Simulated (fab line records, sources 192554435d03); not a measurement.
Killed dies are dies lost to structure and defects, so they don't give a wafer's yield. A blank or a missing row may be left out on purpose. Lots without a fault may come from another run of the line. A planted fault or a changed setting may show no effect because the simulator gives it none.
fab line records | flow n5_finfet
record lots=6 wafers=18 last_day=18
route steps=1938 shown BEOL_M15@1815 PASSIVATION@1936
lots that met no fault: from a run of the same line without faults
start_h: hours from the record's first day to the start of the lot's first wafer shown | wait_h: hours since the lot's step before | " the same as in the row above | L1.1+2: a row that stands for several wafers | - no value, or no start given | * or withheld: withheld | < > ~ a bound
route shown NAME@n: a module of which the file shows steps, and the number in the route of the first | usual: mean/standard deviation of fault-free wafers | same: alike in all rows | chamber/n: place in a boat | sites: the reading at each site | _std_site: their standard deviation | _edge_site: outer sites' mean less inner sites' | radius_mm: how far each site lies from the wafer's centre | mask NAME#n: copy n | behind: the tool/chamber that last shaped the wafer | hold: why the lot was held/for how many hours/how that ended | device: the transistor (n, p or np) that didn't switch | end of line: the same wafers' tests at the end of the route | a step without rows: its recipe alone | killed: dies lost to structure and defects at the first sort, not the wafer's yield | map: a wafer's dies, x killed, . not, _ none there
set.NAME: the setting as run; set.NAME@STEP: as run at that earlier step | model.NAME: the simulator's own value behind a step, which no gauge read
lots at some steps of the route; a table a step, a row a wafer
services: from which hour (start_h, from the record's first day; less than 0 if before it) a tool's chamber was out of use, for how many hours, and why
## steps
# step N5_BEOL_M15_PRECLEAN_39
# recipe chemistry=residue_remover time_s=60 temp_c=40
# step N5_BEOL_M15_SRD_40
# recipe time_s=30 temp_c=23 rinse_liquid=diw dry=n2_spin spin_rpm=1500 dry_time_s=30
# step N5_BEOL_M15_DEGAS_41
# recipe ambient=vacuum temp_c=300 time_s=60
# usual heater_power_w=472/51
# columns lot.wafer tool chamber start_h wait_h heater_power_w
L835.1 pvd_sputter-02 - 286.91 0.4 515
L835.2 " - " " 364
L835.4 " - " " 455
L838.2 pvd_sputter-03 - 297.16 0.0 472
L838.4 " - " " 495
L838.6 " - " " 484
L852.2 pvd_sputter-01 - 379.51 0.3 387
L852.3 " - " " 536
L852.4 " - " " 519
L851.2 pvd_sputter-02 - 383.82 0.5 359
L851.3 " - " " 423
L851.6 " - " " 364
L853.3 pvd_sputter-03 - 397.33 0.3 474
L853.5 " - " " 469
L853.6 " - " " 480
L855.2 pvd_sputter-02 - 414.98 0.3 452
L855.4 " - " " 508
L855.6 " - " " 492
# step N5_BEOL_M15_PRE_CLEAN_42
# recipe gas=H2/He time_s=30 temp_c=300
# usual heater_power_w=472/51
# columns lot.wafer tool chamber start_h wait_h heater_power_w
L835.1 pvd_sputter-02 - 286.95 0.0 510
L835.2 " - " " 364
L835.4 " - " " 441
L838.2 pvd_sputter-03 - 297.20 0.0 462
L838.4 " - " " 503
L838.6 " - " " 486
L852.2 pvd_sputter-01 - 379.55 0.0 382
L852.3 " - " " 543
L852.4 " - " " 538
L851.2 pvd_sputter-02 - 383.86 0.0 365
L851.3 " - " " 435
L851.6 " - " " 370
L853.3 pvd_sputter-03 - 397.37 0.0 483
L853.5 " - " " 477
L853.6 " - " " 484
L855.2 pvd_sputter-02 - 415.02 0.0 435
L855.4 " - " " 509
L855.6 " - " " 502
# step N5_BEOL_M15_SPUTTER_43
# recipe material=TaN target_thk_a=150 temp_c=50 bias_v=168.6 power_w=15000 chamber_pressure_pa=0.12 time_s=24.19
# usual throttle_valve_pct=29.9/1.2
# columns lot.wafer tool chamber start_h wait_h throttle_valve_pct
L835.1 pvd_sputter-02 - 286.99 0.0 31.1
L835.2 " - " " 28.5
L835.4 " - " " 31.1
L838.2 pvd_sputter-03 - 297.24 0.0 31.2
L838.4 " - " " 30.8
L838.6 " - " " 28.0
L852.2 pvd_sputter-01 - 379.59 0.0 29.9
L852.3 " - " " 31.4
L852.4 " - " " 30.6
L851.2 pvd_sputter-02 - 383.90 0.0 28.4
L851.3 " - " " 29.7
L851.6 " - " " 28.5
L853.3 pvd_sputter-03 - 397.41 0.0 28.2
L853.5 " - " " 30.9
L853.6 " - " " 28.1
L855.2 pvd_sputter-02 - 415.06 0.0 30.9
L855.4 " - " " 31.2
L855.6 " - " " 31.4
# step N5_BEOL_M15_SPUTTER_44
# recipe material=Ta target_thk_a=150 temp_c=50 bias_v=80 power_w=15000 chamber_pressure_pa=0.07 time_s=24.19
# usual throttle_valve_pct=29.9/1.2
# columns lot.wafer tool chamber start_h wait_h throttle_valve_pct
L835.1 pvd_sputter-02 - 287.07 0.0 31.1
L835.2 " - " " 28.5
L835.4 " - " " 31.1
L838.2 pvd_sputter-03 - 297.32 0.0 31.1
L838.4 " - " " 30.7
L838.6 " - " " 28.2
L852.2 pvd_sputter-01 - 379.67 0.0 29.9
L852.3 " - " " 31.4
L852.4 " - " " 30.5
L851.2 pvd_sputter-02 - 383.98 0.0 28.3
L851.3 " - " " 29.9
L851.6 " - " " 28.4
L853.3 pvd_sputter-03 - 397.49 0.0 28.2
L853.5 " - " " 30.8
L853.6 " - " " 28.0
L855.2 pvd_sputter-02 - 415.14 0.0 30.7
L855.4 " - " " 31.1
L855.6 " - " " 31.0
# step N5_BEOL_M15_SPUTTER_45
# recipe material=Cu target_thk_a=1000 temp_c=-20 bias_v=60 power_w=26000 chamber_pressure_pa=0.13 time_s=16.67
# step N5_BEOL_M15_ECD_47
# recipe material=Cu target_thk_a=18600
# step N5_BEOL_M15_ANNEAL_48
# recipe temp_c=225 time_s=90 ambient=N2
# usual wafer_temp_C_max=225.8/0.3
# columns lot.wafer tool chamber start_h wait_h wafer_temp_C_max
L835.1 rtp_anneal-02 0 287.51 0.2 225.8
L835.2 " 0 " " 226.3
L835.4 " 0 " " 225.6
L838.2 rtp_anneal-01 0 298.10 0.5 225.8
L838.4 " 0 " " 225.6
L838.6 " 0 " " 225.6
L852.2 rtp_anneal-02 0 380.15 0.2 226.2
L852.3 " 0 " " 225.8
L852.4 " 0 " " 226.0
L851.2 rtp_anneal-02 0 384.46 0.2 225.8
L851.3 " 0 " " 225.8
L851.6 " 0 " " 225.9
L853.3 rtp_anneal-01 0 398.02 0.2 225.6
L853.5 " 0 " " 225.8
L853.6 " 0 " " 225.7
L855.2 rtp_anneal-01 0 415.63 0.2 225.7
L855.4 " 0 " " 225.7
L855.6 " 0 " " 225.4
# step N5_BEOL_M15_CMP_49
# recipe stop_on=SiO2 t_overpolish_s=4.9 down_force_psi=2 platen_rpm=80 clearing_platen_down_force_psi=2 clearing_platen_rpm=80 post_cmp_clean=cu_alkaline target_thk_nm=850 clearing_platen_pad_velocity_m_s=1.5917 pad_velocity_m_s=1.5917
# step N5_BEOL_M15_THK_MEAS_50
# recipe thk_meas_gauge=xrf reads=Cu_of_BEOL_M15_ECD_47
# usual M15_THK=847/19
# columns lot.wafer tool chamber start_h wait_h M15_THK[nm]
L835.1 film_metro-02 - 288.10 - 826
L835.2 " - " " 844
L835.4 " - " " 857
L838.2 film_metro-01 - 298.65 - 843
L838.4 " - " " 827
L838.6 " - " " 842
L852.2 film_metro-02 - 380.70 - 833
L852.3 " - " " 840
L852.4 " - " " 861
L851.2 film_metro-02 - 385.03 - 861
L851.3 " - " " 841
L851.6 " - " " 869
L853.3 film_metro-02 - 398.52 - 821
L853.5 " - " " 885
L853.6 " - " " 820
L855.2 film_metro-02 - 416.18 - 858
L855.4 " - " " 865
L855.6 " - " " 862
# step N5_BEOL_M15_PRE_CLEAN_52
# recipe gas=NH3 time_s=15 temp_c=withheld rf_power_w=300
# step N5_BEOL_M15_DEP_53
# recipe material=SiCN target_thk_a=500 temp_c=withheld precursor=3MS/NH3 pressure_torr=3 rf_w=675 time_s=17.8
# usual showerhead_plenum_p_Torr=4.169/0.023 showerhead_vpp_V=1627/88 throttle_valve_pct=18.0/1.1
# columns lot.wafer tool chamber start_h wait_h showerhead_plenum_p_Torr showerhead_vpp_V throttle_valve_pct model.SiCN_of_BEOL_M15_DEP_53.thk_nm
L835.1 pecvd-03 0 288.16 0.0 4.208 1793 19.9 50.4
L835.2 " 1 " " 4.190 1549 17.1 50.2
L835.4 " 0 " " 4.194 1810 19.8 51
L838.2 pecvd-03 0 298.71 0.0 4.197 1807 19.9 50.2
L838.4 " 2 " " 4.146 1554 17.5 50.6
L838.6 " 0 " " 4.199 1786 19.9 50.8
L852.2 pecvd-03 1 380.77 0.0 4.193 1561 17.0 49.6
L852.3 " 1 " " 4.184 1570 17.2 50.8
L852.4 " 0 " " 4.199 1792 19.9 29.8
L851.2 pecvd-03 0 385.10 0.0 4.212 1790 19.9 28.8
L851.3 " 1 " " 4.183 1537 16.8 50.2
L851.6 " 1 " " 4.193 1537 17.0 50.2
L853.3 pecvd-02 1 398.58 0.0 4.158 1656 19.1 49.2
L853.5 " 0 " " 4.184 1529 18.2 50.8
L853.6 " 1 " " 4.153 1626 18.7 49.8
L855.2 pecvd-02 0 416.24 0.0 4.176 1543 18.5 49.8
L855.4 " 1 " " 4.165 1613 18.8 49.6
L855.6 " 2 " " 4.124 1676 18.5 50
# step N5_BEOL_M15_RS_MEAS_54
# recipe thk_meas_gauge=four-point-probe reads=Cu_of_BEOL_M15_ECD_47+Ta_of_BEOL_M15_SPUTTER_44+TaN_of_BEOL_M15_SPUTTER_43
# usual M15_RS=0.0216/0.00047
# columns lot.wafer tool chamber start_h wait_h M15_RS[ohm/sq]
L835.1 film_metro-01 - 288.23 0.0 0.0220
L835.2 " - " " 0.0216
L835.4 " - " " 0.0213
L838.2 film_metro-02 - 298.78 0.1 0.0216
L838.4 " - " " 0.0222
L838.6 " - " " 0.0217
L852.2 film_metro-02 - 380.86 0.1 0.0219
L852.3 " - " " 0.0217
L852.4 " - " " 0.0211
L851.2 film_metro-02 - 385.18 0.1 0.0212
L851.3 " - " " 0.0218
L851.6 " - " " 0.0211
L853.3 film_metro-01 - 398.65 0.1 0.0222
L853.5 " - " " 0.0206
L853.6 " - " " 0.0221
L855.2 film_metro-02 - 416.31 0.1 0.0215
L855.4 " - " " 0.0212
L855.6 " - " " 0.0214
# step N5_PASSIVATION_PROBE_49
# usual defect_limited_yield=91.3/1.3 killed_at_M0_to_M3=35/9.3 killed_at_M4_up=14/5.2 killed_at_contacts=12/5.9 killed_at_front_end=38/11 killed_at_other=4/3.7 killed_dies=103/15 killed_open=67/12 killed_short=34/8 sort_bin_5_function=5.1/0.88 sort_bin_6_memory=3.3/0.65 sort_bin_8_speed=0.00/0.03 sort_n_pass=1077/15 sort_yield_pct=91.3/1.3
# same gross_dies=1180 killed_at_back_side=0 sort_bin_4_leakage[%]=0
# columns lot.wafer tool chamber start_h wait_h defect_limited_yield[%] killed_at_M0_to_M3 killed_at_M4_up killed_at_contacts killed_at_front_end killed_at_other killed_dies killed_open killed_short sort_bin_5_function[%] sort_bin_6_memory[%] sort_bin_8_speed[%] sort_n_pass sort_yield_pct[%]
L838.2 prober-02 - 315.47 0.1 88.6 50 17 19 45 3 134 92 41 6.6 4.5 0 1046 88.6
L838.4 prober-02 - 315.57 0.2 90.8 48 11 16 33 0 108 74 32 5.5 3.3 0 1072 90.8
L838.6 prober-02 - 315.67 0.3 91.6 30 28 13 28 0 99 75 23 5.4 2.6 0 1081 91.6
L852.2 prober-01 - 397.88 0.1 92.4 33 8 9 33 7 90 59 30 4.2 3.3 0 1090 92.4
L852.4 prober-01 - 397.98 0.2 91.7 34 10 19 30 5 98 61 34 4.7 3.6 0 1082 91.7
L851.2 prober-02 - 399.68 0.6 92.0 32 11 5 40 6 94 56 38 4.7 3.1 0 1086 92.0
L851.3 prober-02 - 399.73 0.7 93.2 26 16 8 27 3 80 50 30 4.4 2.1 0 1100 93.2
L851.6 prober-02 - 399.88 0.8 93.3 26 15 9 29 0 79 51 27 3.8 2.6 0 1101 93.3
L853.3 prober-02 - 414.57 0.1 92.6 20 12 16 39 0 87 63 24 3.7 3.5 0 1093 92.6
L853.5 prober-02 - 414.67 0.2 93.1 27 14 10 28 2 81 53 26 4.1 2.1 0 1099 93.1
L853.6 prober-02 - 414.72 0.3 91.2 29 11 14 50 0 104 73 31 4.7 4.0 0 1076 91.2
# killed by level:class
L838.2 MOL_CONTACT_COAG:geometric_particle:open=16 FIN_SAQP:geometric_particle:open=12 BEOL_M2:geometric_particle:open=11 BEOL_M0_SAQP:geometric_particle:open=10 FIN_SAQP:geometric_particle:short=8 BEOL_M0_SAQP:geometric_particle:short=8 STARTING-WAFER:geometric_particle:short=7 BEOL_M0:geometric_particle:open=6
L838.4 MOL_CONTACT_COAG:geometric_particle:open=11 BEOL_M0_SAQP:geometric_particle:short=9 BEOL_M2:geometric_particle:open=9 BEOL_M3:geometric_particle:open=9 FIN_SAQP:geometric_particle:open=6 STI_FIN_REVEAL:geometric_particle:open=6 BEOL_M0_SAQP:geometric_particle:open=6 DUMMY_GATE:geometric_particle:open=5
L838.6 MOL_CONTACT_COAG:geometric_particle:open=10 BEOL_M4:geometric_particle:open=9 BEOL_M3:geometric_particle:open=8 FIN_SAQP:geometric_particle:open=7 BEOL_M0_SAQP:geometric_particle:short=7 BEOL_M5:geometric_particle:open=6 STI_FIN_REVEAL:geometric_particle:open=5 GATE_CUT:geometric_particle:open=4
L852.2 BEOL_M2:geometric_particle:open=12 STI_FIN_REVEAL:geometric_particle:open=8 DUMMY_GATE:geometric_particle:open=6 MOL_CONTACT_COAG:geometric_particle:open=6 FIN_SAQP:geometric_particle:short=5 BEOL_M0_SAQP:geometric_particle:short=5 BEOL_M1:geometric_particle:open=4 BEOL_M3:geometric_particle:open=4
L852.4 MOL_CONTACT_COAG:geometric_particle:open=10 STI_FIN_REVEAL:geometric_particle:open=9 BEOL_M3:geometric_particle:open=9 MOL_CONTACT_COAG:geometric_particle:short=7 BEOL_M0_SAQP:geometric_particle:open=7 BEOL_M2:geometric_particle:open=7 GATE_CUT:geometric_particle:open=4 GATE_CUT:geometric_particle:short=4
L851.2 FIN_SAQP:geometric_particle:open=12 BEOL_M0:geometric_particle:open=7 FIN_SAQP:geometric_particle:short=6 BEOL_M0_SAQP:geometric_particle:short=6 GATE_CUT:geometric_particle:open=5 BEOL_M3:geometric_particle:open=5 STI_FIN_REVEAL:geometric_particle:open=4 ILD0:geometric_particle:short=4
L851.3 BEOL_M0_SAQP:geometric_particle:short=8 MOL_CONTACT_COAG:geometric_particle:open=7 BEOL_M4:geometric_particle:open=7 DUMMY_GATE:geometric_particle:open=5 GATE_CUT:geometric_particle:short=5 BEOL_M2:geometric_particle:open=5 FIN_SAQP:geometric_particle:short=4 FIN_SAQP:geometric_particle:open=4
L851.6 MOL_CONTACT_COAG:geometric_particle:open=8 FIN_SAQP:geometric_particle:short=7 BEOL_M3:geometric_particle:open=7 BEOL_M4:geometric_particle:open=7 BEOL_M0_SAQP:geometric_particle:open=6 BEOL_M0_SAQP:geometric_particle:short=5 STI_FIN_REVEAL:geometric_particle:open=4 BEOL_M2:geometric_particle:open=4
L853.3 FIN_SAQP:geometric_particle:short=11 MOL_CONTACT_COAG:geometric_particle:open=11 BEOL_M2:geometric_particle:open=8 STI_FIN_REVEAL:geometric_particle:open=6 FIN_SAQP:geometric_particle:open=5 DUMMY_GATE:geometric_particle:open=5 MOL_CONTACT_COAG:geometric_particle:short=5 BEOL_M3:geometric_particle:open=5
L853.5 STI_FIN_REVEAL:geometric_particle:open=9 BEOL_M0_SAQP:geometric_particle:open=8 MOL_CONTACT_COAG:geometric_particle:open=7 BEOL_M0_SAQP:geometric_particle:short=7 FIN_SAQP:geometric_particle:open=4 GATE_CUT:geometric_particle:short=4 BEOL_M2:geometric_particle:open=4 FIN_SAQP:geometric_particle:short=3
L853.6 MOL_CONTACT_COAG:geometric_particle:open=12 STI_FIN_REVEAL:geometric_particle:open=11 BEOL_M0_SAQP:geometric_particle:short=10 FIN_SAQP:geometric_particle:open=9 DUMMY_GATE:geometric_particle:open=7 FIN_SAQP:geometric_particle:short=6 BEOL_M0_SAQP:geometric_particle:open=6 BEOL_M3:geometric_particle:open=6
## services
# columns tool chamber start_h hours kind
pecvd-03 0 319.47 18.6 repair
rtp_anneal-01 - 337.16 3.7 pm
pecvd-02 2 346.08 11.0 repair
pvd_sputter-01 - 351.60 5.5 repair
pecvd-02 1 365.26 - calibration
pecvd-02 - 383.03 14.6 pm
pecvd-03 1 407.59 5.5 scheduled_down
## key
first_sign none at tools or gauges
model_effect step=N5_BEOL_M15_DEP_53 value=SiCN_of_BEOL_M15_DEP_53.thk_nm without=49.6 struck=29.3
met_at N5_BEOL_M15_DEP_53
struck_wafers L851.2,L852.4
onset_between 298.71 380.77
fault kind=process_parameter_drift tool=pecvd-03 chamber=0 onset_h=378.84 steps=N5_BEOL_M15_DEP_53 channel=time_s offset=* shape=step end_h=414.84 acts_in=* stated=*
